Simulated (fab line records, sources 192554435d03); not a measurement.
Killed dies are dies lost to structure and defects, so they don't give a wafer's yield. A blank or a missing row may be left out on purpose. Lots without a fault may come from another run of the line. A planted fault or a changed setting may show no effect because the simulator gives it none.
Which tool did it? | flow n5_finfet | 24 lots, 72 wafers sampled, at 1 step of a route of 1938

WHAT THE GAUGES READ, wafer by wafer
N5_BEOL_M3_CD_MEAS_35: target cd 18 nm, target cd y 21 nm.
lot  | measured     | on        | cd_nm (nm)
L075 | day 8 16:29  | cd_sem-03 | 17.7 17.6 18.9
L074 | day 8 16:59  | cd_sem-01 | 18.0 18.3 17.6
L078 | day 8 20:10  | cd_sem-03 | 18.1 18.4 17.9
L077 | day 8 20:36  | cd_sem-03 | 17.8 17.9 17.6
L076 | day 8 20:46  | cd_sem-03 | 18.2 18.3 18.1
L079 | day 8 23:46  | cd_sem-03 | 18.2 17.9 18.7
L080 | day 9 14:07  | cd_sem-01 | 17.9 17.8 18.0
L081 | day 9 14:31  | cd_sem-01 | 17.8 17.8 18.0
L082 | day 9 17:11  | cd_sem-03 | 17.6 18.1 17.7
L083 | day 10 06:29 | cd_sem-02 | 18.2 17.9 18.0
L084 | day 10 20:05 | cd_sem-01 | 17.9 17.9 17.5
L085 | day 10 22:24 | cd_sem-02 | 18.0 18.0 18.3
L086 | day 10 23:06 | cd_sem-01 | 18.0 18.3 18.3
L087 | day 10 23:06 | cd_sem-02 | 17.3 18.0 17.4
L088 | day 11 12:07 | cd_sem-02 | 18.0 18.0 17.9
L089 | day 11 13:37 | cd_sem-01 | 18.1 18.0 18.2
L090 | day 11 20:28 | cd_sem-03 | 18.1 17.7 18.3
L091 | day 12 06:19 | cd_sem-02 | 18.2 18.3 18.2
L093 | day 12 16:57 | cd_sem-03 | 17.6 17.2 17.8
L092 | day 12 19:09 | cd_sem-02 | 18.2 17.6 18.0
L094 | day 13 04:27 | cd_sem-01 | 18.2 18.6 18.2
L096 | day 13 13:19 | cd_sem-01 | 18.3 18.1 18.7
L095 | day 13 18:00 | cd_sem-02 | 18.6 18.3 18.1
L097 | day 13 22:07 | cd_sem-01 | 17.9 17.5 17.7

WHICH TOOL RAN EACH LOT (tool, then ch and the chambers of the sampled wafers, then the start)
The record holds no process step before these readings.

WHAT THE TOOLS THEMSELVES READ (means of the sampled wafers that have a number; where no wafer has one, the mark that the record gives instead)
The record holds no such reading with a usual standard deviation.

THE ANSWER, worked out from the rows above alone
Rule: what is usual is taken from the lots themselves. Put in order of their means at a reading, lots are off if they are a third of the lots or fewer, leave a main group of 4 or more, and stand apart from it by a gap of 3 or more times the standard deviation of the main group's means; of several such gaps the widest counts. A main group whose means are all the same, to the digits that the tables above print for the reading, isn't used. A lot without any number at a reading at which 4 lots or more have one is off too. The other lots that the step has rows for count as sound. The gauges are gone through in route order, then the tools' own readings, and for those a lot's mean is taken as printed above. The first step at which some lot is off is used, and at that step the reading that is off furthest; a lot without a number counts as furthest.
No lot is off at any reading shown: from this, nothing can be told.

WHAT THE SIMULATOR HAD PUT IN
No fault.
